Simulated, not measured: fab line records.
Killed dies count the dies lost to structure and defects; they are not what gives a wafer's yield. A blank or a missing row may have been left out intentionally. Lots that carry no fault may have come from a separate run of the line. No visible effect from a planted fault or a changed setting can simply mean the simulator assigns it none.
Which tool was responsible? / flow n5_finfet / 9 lots with 24 wafers sampled at 8 steps, on a route of 1938 steps

== WHAT THE GAUGES READ, wafer by wafer ==
N5_BEOL_M4_RC_MEAS_101. Usual: DIBL_N 36.7 mV/V, standard deviation 2.6; DIBL_P 36.9 mV/V, standard deviation 2.8; IOFF_N 0.17 nA/um, standard deviation 0.043; IOFF_P 0.22 nA/um, standard deviation 0.05; ION_N 678 uA/um, standard deviation 15; ION_P 465 uA/um, standard deviation 9.2; SS_N 71.6 mV/dec, standard deviation 0.79; SS_P 73.5 mV/dec, standard deviation 0.82; VT_N 250 mV, standard deviation 3.9; VT_P -250 mV, standard deviation 3.7.
lot=L138; measured=day 8 08:59; on=prober-01; DIBL_N (mV/V)=34.5 37.9 41.6; DIBL_P (mV/V)=35.8 39.5 44.6; IOFF_N (nA/um)=0.14 0.19 0.29; IOFF_P (nA/um)=0.18 0.24 0.33; ION_N (uA/um)=677 684 692; ION_P (uA/um)=468 463 466; SS_N (mV/dec)=71.0 72.8 73.9; SS_P (mV/dec)=73.3 74.0 74.8; VT_N (mV)=251 251 246; VT_P (mV)=-254 -250 -247; flag=
lot=L140; measured=day 8 23:42; on=prober-02; DIBL_N (mV/V)=36.1 35.9 37.1; DIBL_P (mV/V)=37.0 36.4 37.0; IOFF_N (nA/um)=0.16 0.14 0.16; IOFF_P (nA/um)=0.18 0.17 0.17; ION_N (uA/um)=697 662 690; ION_P (uA/um)=466 446 459; SS_N (mV/dec)=71.5 71.6 71.8; SS_P (mV/dec)=73.2 73.2 74.1; VT_N (mV)=248 254 251; VT_P (mV)=-254 -255 -257; flag=
lot=L142; measured=day 9 05:26; on=prober-01; DIBL_N (mV/V)=35.0 36.3 37.1; DIBL_P (mV/V)=34.6 36.8 37.3; IOFF_N (nA/um)=0.14 0.15 0.18; IOFF_P (nA/um)=0.17 0.19 0.20; ION_N (uA/um)=680 682 694; ION_P (uA/um)=466 467 468; SS_N (mV/dec)=70.4 71.4 71.7; SS_P (mV/dec)=72.9 72.9 72.9; VT_N (mV)=250 250 247; VT_P (mV)=-253 -254 -253; flag=
lot=L143; measured=day 10 06:22; on=prober-02; DIBL_N (mV/V)=37.0 36.4; DIBL_P (mV/V)=38.0 36.0; IOFF_N (nA/um)=0.17 0.16; IOFF_P (nA/um)=0.23 0.21; ION_N (uA/um)=678 685; ION_P (uA/um)=473 469; SS_N (mV/dec)=71.7 72.4; SS_P (mV/dec)=74.1 74.1; VT_N (mV)=247 253; VT_P (mV)=-248 -250; flag=
lot=L149; measured=day 11 11:24; on=prober-02; DIBL_N (mV/V)=39.8 36.6; DIBL_P (mV/V)=40.8 36.0; IOFF_N (nA/um)=0.22 0.17; IOFF_P (nA/um)=0.34 0.24; ION_N (uA/um)=677 690; ION_P (uA/um)=473 480; SS_N (mV/dec)=71.9 70.8; SS_P (mV/dec)=74.7 73.9; VT_N (mV)=248 248; VT_P (mV)=-245 -247; flag=
lot=L150; measured=day 11 11:40; on=prober-01; DIBL_N (mV/V)=37.5 37.9; DIBL_P (mV/V)=36.9 39.1; IOFF_N (nA/um)=0.17 0.16; IOFF_P (nA/um)=0.22 0.25; ION_N (uA/um)=674 672; ION_P (uA/um)=462 469; SS_N (mV/dec)=71.0 72.3; SS_P (mV/dec)=73.7 73.7; VT_N (mV)=248 248; VT_P (mV)=-247 -247; flag=
lot=L155; measured=day 12 08:43; on=prober-01; DIBL_N (mV/V)=37.1 35.9 36.6; DIBL_P (mV/V)=36.6 35.2 35.2; IOFF_N (nA/um)=0.16 0.14 0.15; IOFF_P (nA/um)=0.21 0.18 0.19; ION_N (uA/um)=675 684 666; ION_P (uA/um)=466 466 456; SS_N (mV/dec)=72.0 71.7 72.3; SS_P (mV/dec)=73.8 72.9 73.9; VT_N (mV)=248 250 252; VT_P (mV)=-248 -252 -251; flag=
lot=L156; measured=day 13 04:05; on=prober-01; DIBL_N (mV/V)=36.0 36.9 35.1; DIBL_P (mV/V)=36.6 37.5 34.9; IOFF_N (nA/um)=0.15 0.18 0.14; IOFF_P (nA/um)=0.22 0.25 0.19; ION_N (uA/um)=670 671 660; ION_P (uA/um)=467 460 451; SS_N (mV/dec)=71.3 71.8 71.2; SS_P (mV/dec)=73.3 74.7 73.2; VT_N (mV)=248 247 249; VT_P (mV)=-248 -247 -253; flag=
lot=L161; measured=day 13 21:44; on=prober-02; DIBL_N (mV/V)=36.5 39.4 36.1; DIBL_P (mV/V)=37.1 40.4 36.5; IOFF_N (nA/um)=0.14 0.18 0.13; IOFF_P (nA/um)=0.20 0.25 0.18; ION_N (uA/um)=683 673 667; ION_P (uA/um)=469 464 456; SS_N (mV/dec)=71.2 71.8 71.5; SS_P (mV/dec)=73.3 74.1 72.9; VT_N (mV)=255 252 253; VT_P (mV)=-253 -251 -253; flag=

N5_BEOL_M6_INSPECT_58: inspects for defects (darkfield). Usual: raw_defect_count at 70, with a standard deviation of 29.
lot=L138; measured=day 9 08:00; on=defect_inspect-01; raw_defect_count=60 77 76; flag=
lot=L140; measured=day 9 21:52; on=defect_inspect-01; raw_defect_count=54 31 61; flag=
lot=L142; measured=day 9 23:24; on=defect_inspect-01; raw_defect_count=85 46 43; flag=
lot=L143; measured=day 11 07:18; on=defect_inspect-02; raw_defect_count=49 62; flag=
lot=L149; measured=day 12 12:21; on=defect_inspect-01; raw_defect_count=52 93; flag=
lot=L150; measured=day 12 09:10; on=defect_inspect-01; raw_defect_count=53 38; flag=
lot=L155; measured=day 13 05:55; on=defect_inspect-02; raw_defect_count=62 54 50; flag=
lot=L156; measured=day 14 01:40; on=defect_inspect-02; raw_defect_count=98 164 106; flag=
lot=L161; measured=day 14 19:15; on=defect_inspect-01; raw_defect_count=95 77 103; flag=

N5_BEOL_M7_CD_MEAS_18: pitch 80 nm, target cd 40 nm. Usual: cd_nm at 39.8 nm, with a standard deviation of 0.6.
lot=L138; measured=day 9 11:32; on=cd_sem-02; cd_nm (nm)=39.1 38.9 39.5; flag=
lot=L140; measured=day 9 23:56; on=cd_sem-03; cd_nm (nm)=40.2 39.7 39.3; flag=
lot=L142; measured=day 10 01:59; on=cd_sem-01; cd_nm (nm)=41.0 40.5 40.7; flag=
lot=L143; measured=day 11 09:14; on=cd_sem-03; cd_nm (nm)=39.2 40.2; flag=
lot=L149; measured=day 12 16:05; on=cd_sem-03; cd_nm (nm)=- 39.8; flag=
lot=L150; measured=day 12 11:28; on=cd_sem-02; cd_nm (nm)=- 38.6; flag=
lot=L155; measured=day 13 09:14; on=cd_sem-02; cd_nm (nm)=40.3 40.0 40.2; flag=
lot=L156; measured=day 14 05:28; on=cd_sem-03; cd_nm (nm)=40.4 40.6 40.4; flag=
lot=L161; measured=day 14 22:49; on=cd_sem-01; cd_nm (nm)=38.7 39.9 37.9; flag=

N5_BEOL_M7_OCD_MEAS_38. Usual: trench_depth_nm at 92.8 nm, with a standard deviation of 2.4.
lot=L138; measured=day 9 14:49; on=ocd-01; trench_depth_nm (nm)=93.4 93.8 92.9; flag=
lot=L140; measured=day 10 00:56; on=ocd-02; trench_depth_nm (nm)=90.8 92.4 89.5; flag=
lot=L142; measured=day 10 03:53; on=ocd-01; trench_depth_nm (nm)=91.7 93.3 87.3; flag=
lot=L143; measured=day 11 10:20; on=ocd-01; trench_depth_nm (nm)=92.9 92.8; flag=
lot=L149; measured=day 12 16:56; on=ocd-02; trench_depth_nm (nm)=- 95.5; flag=
lot=L150; measured=day 12 12:37; on=ocd-01; trench_depth_nm (nm)=- 91.0; flag=
lot=L155; measured=day 13 11:49; on=ocd-01; trench_depth_nm (nm)=96.3 93.0 91.3; flag=
lot=L156; measured=day 14 08:38; on=ocd-01; trench_depth_nm (nm)=95.4 89.2 90.4; flag=
lot=L161; measured=day 15 00:15; on=ocd-01; trench_depth_nm (nm)=91.5 94.4 93.7; flag=

== WHICH TOOL RAN EACH LOT (tool, then ch and the chambers of the sampled wafers, then the start) ==
lot=L138; N5_BEOL_M7_CURE_74=uv_cure-03 ch 2, day 9 08:16; N5_BEOL_M7_HM_DEP_02=pvd_sputter-03, day 9 10:28; N5_BEOL_M7_ETCH_62=rie_diel-02 ch 0,2,3, day 9 11:08; N5_BEOL_M7_HM_OPEN_17=rie_metal-03 ch 0,1, day 9 11:21
lot=L140; N5_BEOL_M7_CURE_74=uv_cure-01 ch 1, day 9 22:03; N5_BEOL_M7_HM_DEP_02=pvd_sputter-02, day 9 22:52; N5_BEOL_M7_ETCH_62=rie_diel-04 ch 0,2, day 9 23:34; N5_BEOL_M7_HM_OPEN_17=rie_metal-03 ch 0,1, day 9 23:45
lot=L142; N5_BEOL_M7_CURE_74=uv_cure-03 ch 1, day 9 23:30; N5_BEOL_M7_HM_DEP_02=pvd_sputter-01, day 10 00:56; N5_BEOL_M7_ETCH_62=rie_diel-02 ch 0,1,2, day 10 01:37; N5_BEOL_M7_HM_OPEN_17=rie_metal-02 ch 0,1, day 10 01:48
lot=L143; N5_BEOL_M7_CURE_74=uv_cure-02 ch 1, day 11 07:25; N5_BEOL_M7_HM_DEP_02=pvd_sputter-02, day 11 08:12; N5_BEOL_M7_ETCH_62=rie_diel-02 ch 1,3, day 11 08:52; N5_BEOL_M7_HM_OPEN_17=rie_metal-01 ch 0, day 11 09:04
lot=L149; N5_BEOL_M7_CURE_74=uv_cure-03 ch 0, day 12 12:32; N5_BEOL_M7_HM_DEP_02=pvd_sputter-01, day 12 15:09; N5_BEOL_M7_ETCH_62=rie_diel-02 ch 0,2, day 12 15:42; N5_BEOL_M7_HM_OPEN_17=rie_metal-02 ch 0,1, day 12 15:53
lot=L150; N5_BEOL_M7_CURE_74=uv_cure-01 ch 0, day 12 09:26; N5_BEOL_M7_HM_DEP_02=pvd_sputter-01, day 12 10:27; N5_BEOL_M7_ETCH_62=rie_diel-02 ch 0,2, day 12 11:00; N5_BEOL_M7_HM_OPEN_17=rie_metal-02 ch 0,1, day 12 11:13
lot=L155; N5_BEOL_M7_CURE_74=uv_cure-01 ch 1, day 13 06:05; N5_BEOL_M7_HM_DEP_02=pvd_sputter-01, day 13 08:18; N5_BEOL_M7_ETCH_62=rie_diel-04 ch 0,1,3, day 13 08:52; N5_BEOL_M7_HM_OPEN_17=rie_metal-02 ch 0,1, day 13 09:03
lot=L156; N5_BEOL_M7_CURE_74=uv_cure-02 ch 1, day 14 01:46; N5_BEOL_M7_HM_DEP_02=pvd_sputter-03, day 14 03:53; N5_BEOL_M7_ETCH_62=rie_diel-04 ch 1,2,3, day 14 04:58; N5_BEOL_M7_HM_OPEN_17=rie_metal-03 ch 0,1, day 14 05:09
lot=L161; N5_BEOL_M7_CURE_74=uv_cure-01 ch 1, day 14 19:26; N5_BEOL_M7_HM_DEP_02=pvd_sputter-02, day 14 21:44; N5_BEOL_M7_ETCH_62=rie_diel-03 ch 0,1,2, day 14 22:26; N5_BEOL_M7_HM_OPEN_17=rie_metal-02 ch 0,1, day 14 22:37
- N5_BEOL_M7_CURE_74: cures SiCOH lowk, time 240 s.
- N5_BEOL_M7_HM_DEP_02: deposits TiN, target thk 20 nm.
- N5_BEOL_M7_ETCH_62: etches SOC in N2/H2, target depth 110 nm, overetch 22 nm, time 165 s.
- N5_BEOL_M7_HM_OPEN_17: chemistry Cl2/BCl3, target TiN, target depth 20 nm, overetch 6 nm.

== AS READ BY THE TOOLS THEMSELVES (means over the sampled wafers that have a number; for cases with no such wafer, the mark the record gives instead) ==
N5_BEOL_M7_CURE_74. Usual: lamp_power_pct 52.32 %, standard deviation 0.056; wafer_temp_C_max 387.0, standard deviation 0.97.
lot=L138; tool=uv_cure-03; lamp_power_pct (%)=52.35; wafer_temp_C_max=387.3; flag=
lot=L140; tool=uv_cure-01; lamp_power_pct (%)=52.32; wafer_temp_C_max=388.4; flag=
lot=L142; tool=uv_cure-03; lamp_power_pct (%)=52.32; wafer_temp_C_max=386.3; flag=
lot=L143; tool=uv_cure-02; lamp_power_pct (%)=52.31; wafer_temp_C_max=387.1; flag=
lot=L149; tool=uv_cure-03; lamp_power_pct (%)=52.33; wafer_temp_C_max=387.8; flag=
lot=L150; tool=uv_cure-01; lamp_power_pct (%)=52.34; wafer_temp_C_max=386.0; flag=
lot=L155; tool=uv_cure-01; lamp_power_pct (%)=52.35; wafer_temp_C_max=388.3; flag=
lot=L156; tool=uv_cure-02; lamp_power_pct (%)=52.31; wafer_temp_C_max=387.2; flag=
lot=L161; tool=uv_cure-01; lamp_power_pct (%)=52.26; wafer_temp_C_max=388.3; flag=

N5_BEOL_M7_HM_DEP_02. Usual: throttle_valve_pct at 29.9 %, with a standard deviation of 0.85.
lot=L138; tool=pvd_sputter-03; throttle_valve_pct (%)=29.1; flag=
lot=L140; tool=pvd_sputter-02; throttle_valve_pct (%)=30.3; flag=
lot=L142; tool=pvd_sputter-01; throttle_valve_pct (%)=30.6; flag=
lot=L143; tool=pvd_sputter-02; throttle_valve_pct (%)=30.7; flag=
lot=L149; tool=pvd_sputter-01; throttle_valve_pct (%)=30.4; flag=
lot=L150; tool=pvd_sputter-01; throttle_valve_pct (%)=30.4; flag=
lot=L155; tool=pvd_sputter-01; throttle_valve_pct (%)=30.6; flag=
lot=L156; tool=pvd_sputter-03; throttle_valve_pct (%)=29.4; flag=
lot=L161; tool=pvd_sputter-02; throttle_valve_pct (%)=29.4; flag=

N5_BEOL_M7_ETCH_62. Usual: drypump_motor_current_A 5.6 A, standard deviation 0.47; oes_product_au 0.65 a.u., standard deviation 0.068; rf_vpp_V 524.0 V, standard deviation 2.2; showerhead_plenum_p_Torr 2.55 Torr, standard deviation 0.07; throttle_valve_pct 17.87 %, standard deviation 0.26.
lot=L138; tool=rie_diel-02; drypump_motor_current_A (A)=5.4; oes_product_au (a.u.)=0.63; rf_vpp_V (V)=523.9; showerhead_plenum_p_Torr (Torr)=2.54; throttle_valve_pct (%)=17.85; flag=
lot=L140; tool=rie_diel-04; drypump_motor_current_A (A)=5.9; oes_product_au (a.u.)=0.64; rf_vpp_V (V)=527.2; showerhead_plenum_p_Torr (Torr)=2.65; throttle_valve_pct (%)=18.05; flag=
lot=L142; tool=rie_diel-02; drypump_motor_current_A (A)=5.8; oes_product_au (a.u.)=0.64; rf_vpp_V (V)=524.7; showerhead_plenum_p_Torr (Torr)=2.53; throttle_valve_pct (%)=17.80; flag=
lot=L143; tool=rie_diel-02; drypump_motor_current_A (A)=5.8; oes_product_au (a.u.)=0.59; rf_vpp_V (V)=523.6; showerhead_plenum_p_Torr (Torr)=2.51; throttle_valve_pct (%)=17.98; flag=
lot=L149; tool=rie_diel-02; drypump_motor_current_A (A)=5.5; oes_product_au (a.u.)=0.58; rf_vpp_V (V)=522.5; showerhead_plenum_p_Torr (Torr)=2.54; throttle_valve_pct (%)=17.77; flag=
lot=L150; tool=rie_diel-02; drypump_motor_current_A (A)=5.5; oes_product_au (a.u.)=0.58; rf_vpp_V (V)=524.4; showerhead_plenum_p_Torr (Torr)=2.54; throttle_valve_pct (%)=17.77; flag=
lot=L155; tool=rie_diel-04; drypump_motor_current_A (A)=5.7; oes_product_au (a.u.)=0.58; rf_vpp_V (V)=524.2; showerhead_plenum_p_Torr (Torr)=2.60; throttle_valve_pct (%)=18.30; flag=
lot=L156; tool=rie_diel-04; drypump_motor_current_A (A)=5.5; oes_product_au (a.u.)=0.60; rf_vpp_V (V)=524.1; showerhead_plenum_p_Torr (Torr)=2.61; throttle_valve_pct (%)=18.14; flag=
lot=L161; tool=rie_diel-03; drypump_motor_current_A (A)=5.4; oes_product_au (a.u.)=0.71; rf_vpp_V (V)=523.4; showerhead_plenum_p_Torr (Torr)=2.50; throttle_valve_pct (%)=17.65; flag=

N5_BEOL_M7_HM_OPEN_17. Usual: bcl3_flow_sccm is 21.75 sccm with standard deviation 0.064, drypump_motor_current_A is 5.7 A with standard deviation 0.4, he_backside_leak_sccm is 3.4 sccm with standard deviation 0.35, mfc_cl2_sccm is 53.25 sccm with standard deviation 0.16, oes_ar_750_au is 0.81 a.u. with standard deviation 0.066, oes_product_au is 0.69 a.u. with standard deviation 0.043, and throttle_valve_pct is 21.98 % with standard deviation 0.24.
lot=L138; tool=rie_metal-03; bcl3_flow_sccm (sccm)=21.65; drypump_motor_current_A (A)=6.1; he_backside_leak_sccm (sccm)=3.3; mfc_cl2_sccm (sccm)=53.11; oes_ar_750_au (a.u.)=0.86; oes_product_au (a.u.)=0.71; throttle_valve_pct (%)=21.96; flag=
lot=L140; tool=rie_metal-03; bcl3_flow_sccm (sccm)=21.80; drypump_motor_current_A (A)=5.9; he_backside_leak_sccm (sccm)=3.0; mfc_cl2_sccm (sccm)=53.13; oes_ar_750_au (a.u.)=0.81; oes_product_au (a.u.)=0.69; throttle_valve_pct (%)=22.09; flag=
lot=L142; tool=rie_metal-02; bcl3_flow_sccm (sccm)=21.74; drypump_motor_current_A (A)=5.2; he_backside_leak_sccm (sccm)=3.4; mfc_cl2_sccm (sccm)=53.04; oes_ar_750_au (a.u.)=0.91; oes_product_au (a.u.)=0.76; throttle_valve_pct (%)=21.76; flag=
lot=L143; tool=rie_metal-01; bcl3_flow_sccm (sccm)=21.77; drypump_motor_current_A (A)=6.2; he_backside_leak_sccm (sccm)=3.5; mfc_cl2_sccm (sccm)=53.37; oes_ar_750_au (a.u.)=0.71; oes_product_au (a.u.)=0.63; throttle_valve_pct (%)=21.88; flag=
lot=L149; tool=rie_metal-02; bcl3_flow_sccm (sccm)=21.70; drypump_motor_current_A (A)=5.2; he_backside_leak_sccm (sccm)=3.4; mfc_cl2_sccm (sccm)=53.17; oes_ar_750_au (a.u.)=0.86; oes_product_au (a.u.)=0.54; throttle_valve_pct (%)=22.19; flag=OFF
lot=L150; tool=rie_metal-02; bcl3_flow_sccm (sccm)=21.71; drypump_motor_current_A (A)=5.2; he_backside_leak_sccm (sccm)=3.5; mfc_cl2_sccm (sccm)=53.04; oes_ar_750_au (a.u.)=0.86; oes_product_au (a.u.)=0.54; throttle_valve_pct (%)=22.19; flag=OFF
lot=L155; tool=rie_metal-02; bcl3_flow_sccm (sccm)=21.83; drypump_motor_current_A (A)=5.3; he_backside_leak_sccm (sccm)=3.3; mfc_cl2_sccm (sccm)=53.11; oes_ar_750_au (a.u.)=0.85; oes_product_au (a.u.)=0.71; throttle_valve_pct (%)=21.97; flag=
lot=L156; tool=rie_metal-03; bcl3_flow_sccm (sccm)=21.73; drypump_motor_current_A (A)=6.0; he_backside_leak_sccm (sccm)=3.2; mfc_cl2_sccm (sccm)=53.23; oes_ar_750_au (a.u.)=0.78; oes_product_au (a.u.)=0.66; throttle_valve_pct (%)=22.12; flag=
lot=L161; tool=rie_metal-02; bcl3_flow_sccm (sccm)=21.76; drypump_motor_current_A (A)=5.3; he_backside_leak_sccm (sccm)=3.2; mfc_cl2_sccm (sccm)=53.29; oes_ar_750_au (a.u.)=0.84; oes_product_au (a.u.)=0.71; throttle_valve_pct (%)=21.98; flag=

== THE ANSWER, worked out from the rows above alone ==
Rule: take the mean of a lot's wafers that have a number; if it is more than 3 standard deviations from the usual mean, the lot is off. Also off: a lot with no number at a reading for which 4 or more lots have one. All remaining lots with rows at the step are treated as sound. First the gauges in route order, then the tools' own readings, where a lot's mean is used as printed above. The first step at which some lot is off is used, and at that step the reading that is off furthest; a lot without a number counts as furthest.
Off, at N5_BEOL_M7_HM_OPEN_17 on oes_product_au: L149, L150.
If a tool, at that step or one of the process steps before it, ran each lot that is off and ran no sound lot following the first of them, it fits. One fits: N5_BEOL_M7_ETCH_62 on rie_diel-02. A fault onset in the window from L143 (day 11 08:52, its last sound lot) to L150 (day 12 11:00, its first lot off) fits.

== WHAT THE SIMULATOR HAD PUT IN ==
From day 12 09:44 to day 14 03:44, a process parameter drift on rie_diel-02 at N5_BEOL_M7_ETCH_62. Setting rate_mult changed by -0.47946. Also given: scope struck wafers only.
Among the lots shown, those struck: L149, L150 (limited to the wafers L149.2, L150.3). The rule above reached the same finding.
